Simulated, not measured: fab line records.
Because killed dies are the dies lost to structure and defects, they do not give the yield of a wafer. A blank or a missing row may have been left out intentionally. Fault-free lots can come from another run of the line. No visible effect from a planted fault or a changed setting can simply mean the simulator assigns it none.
Matching of chambers    flow n5Finfet    rieDiel-05 running N5_BEOL_M1_ETCHBACK_99: 4 sister chambers
The step etches SiO2 in CHF3, target depth 5 nm, time 10.4 s. 22 wafers are shown with their chamber, then 11 later ones without.

== WAFERS, EACH WITH ITS CHAMBER ==
wafer   chamber  drypumpMotorCurrentA (A)  showerheadPlenumPTorr (Torr)  rfVppV (V)
L075.3  3        6.8                       2.08                          236.7
L075.4  2        6.2                       2.06                          239.3
L075.5  3        6.8                       2.08                          237.9
L076.1  1        6.0                       2.11                          242.9
L076.2  3        6.8                       2.08                          237.3
L076.3  0        4.7                       2.11                          238.8
L076.4  2        6.2                       2.06                          237.2
L076.5  3        6.8                       2.08                          235.7
L076.6  2        6.2                       2.06                          238.3
L080.1  0        4.7                       2.11                          239.2
L080.3  3        6.7                       2.08                          236.3
L080.6  3        6.7                       2.08                          236.9
L082.1  0        4.7                       2.11                          238.8
L082.4  1        6.0                       2.11                          243.7
L082.6  2        6.2                       2.06                          237.9
L085.1  3        6.8                       2.07                          235.0
L085.2  0        4.7                       2.11                          236.5
L085.3  2        6.2                       2.05                          237.7
L085.4  0        4.7                       2.11                          238.8
L085.5  3        6.8                       2.07                          234.8
L085.6  2        6.2                       2.05                          237.6
L089.2  1        6.0                       2.11                          243.9

SIGNATURES (means of the wafers above)
reading                chamber 0  chamber 1  chamber 2  chamber 3  scatter within a chamber
drypumpMotorCurrentA   4.700      6.000      6.200      6.775      0.0289
showerheadPlenumPTorr  2.1100     2.1100     2.0567     2.0775     0.00397
rfVppV                 238.420    243.500    238.000    236.325    0.953
Rule: a wafer lies at a distance from a chamber equal to the root of the sum of squares, over the readings, of (its reading less the chamber's mean, divided by the reading's scatter). The wafer belongs to the nearest chamber; if the next one is less than 2 further off, it can't be placed. The scatter: take each reading less its chamber's mean, square it, sum over the shown wafers, divide by the number of wafers less the number of chambers, and take the root.

== WAFERS WITHOUT THEIR CHAMBER ==
wafer   drypumpMotorCurrentA (A)  showerheadPlenumPTorr (Torr)  rfVppV (V)
L089.3  6.2                       2.05                          237.9
L089.6  6.2                       2.05                          237.2
L092.1  6.8                       2.07                          236.0
L092.4  6.2                       2.05                          238.3
L092.6  6.8                       2.07                          236.5
L094.1  6.0                       2.10                          241.7
L094.2  6.8                       2.07                          234.5
L094.3  4.7                       2.10                          237.4
L094.4  6.2                       2.05                          238.5
L094.5  4.7                       2.10                          237.7
L094.6  6.0                       2.10                          243.8

== WHICH CHAMBER EACH WENT THROUGH ==
wafer   from the rows above  in truth
L089.3  2                    2
L089.6  2                    2
L092.1  3                    3
L092.4  2                    2
L092.6  3                    3
L094.1  1                    1
L094.2  3                    3
L094.3  0                    0
L094.4  2                    2
L094.5  0                    0
L094.6  1                    1
11 of 11 placed correctly. From these rows, 0 cannot be placed. Wrongly placed: 0.
